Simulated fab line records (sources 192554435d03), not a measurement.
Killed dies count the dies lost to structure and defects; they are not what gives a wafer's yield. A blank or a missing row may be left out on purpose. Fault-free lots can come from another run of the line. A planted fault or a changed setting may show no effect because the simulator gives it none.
Which tool is to blame?	flow n5_finfet	12 lots (36 wafers sampled), 1 step of a 1938-step route

== WHAT THE GAUGES SHOWED, per wafer ==
N5_BEOL_M12_THK_MEAS_50: measures by xrf.
lot	measured	on	M12_THK (nm)
L075	day 10 22:50	film_metro-02	323 327 326
L077	day 11 04:34	film_metro-01	320 325 321
L078	day 11 18:00	film_metro-02	324 309 312
L081	day 12 06:28	film_metro-02	318 327 317
L083	day 12 22:22	film_metro-01	317 319 334
L084	day 13 02:11	film_metro-02	314 312 308
L087	day 14 07:12	film_metro-02	333 318 331
L088	day 14 19:27	film_metro-01	331 326 330
L090	day 15 14:37	film_metro-01	324 322 324
L093	day 17 05:20	film_metro-01	322 320 323
L096	day 17 14:25	film_metro-01	324 328 330
L095	day 19 00:31	film_metro-01	327 318 329

== TOOL THAT RAN EACH LOT (tool first, then ch and the chambers of the sampled wafers, then the start) ==
The record holds no process step before these readings.

== THE ANSWER, worked out from the rows above alone ==
Rule: usual is defined by the lots themselves. The widest of any qualifying gaps counts: lots, ordered by their means at a reading, are off when they make up no more than a third of the lots, leave a main group of 4 or more, and stand apart from it by 3 or more times the standard deviation of that group's means. A main group whose means are all the same, to the digits that the tables above print for the reading, isn't used. Also off: a lot with no number at a reading for which 4 or more lots have one. Where the step has rows for the other lots, those lots are counted as sound.
None of the lots is off at any reading shown; this tells nothing.

== WHAT THE SIMULATOR HAD PUT IN ==
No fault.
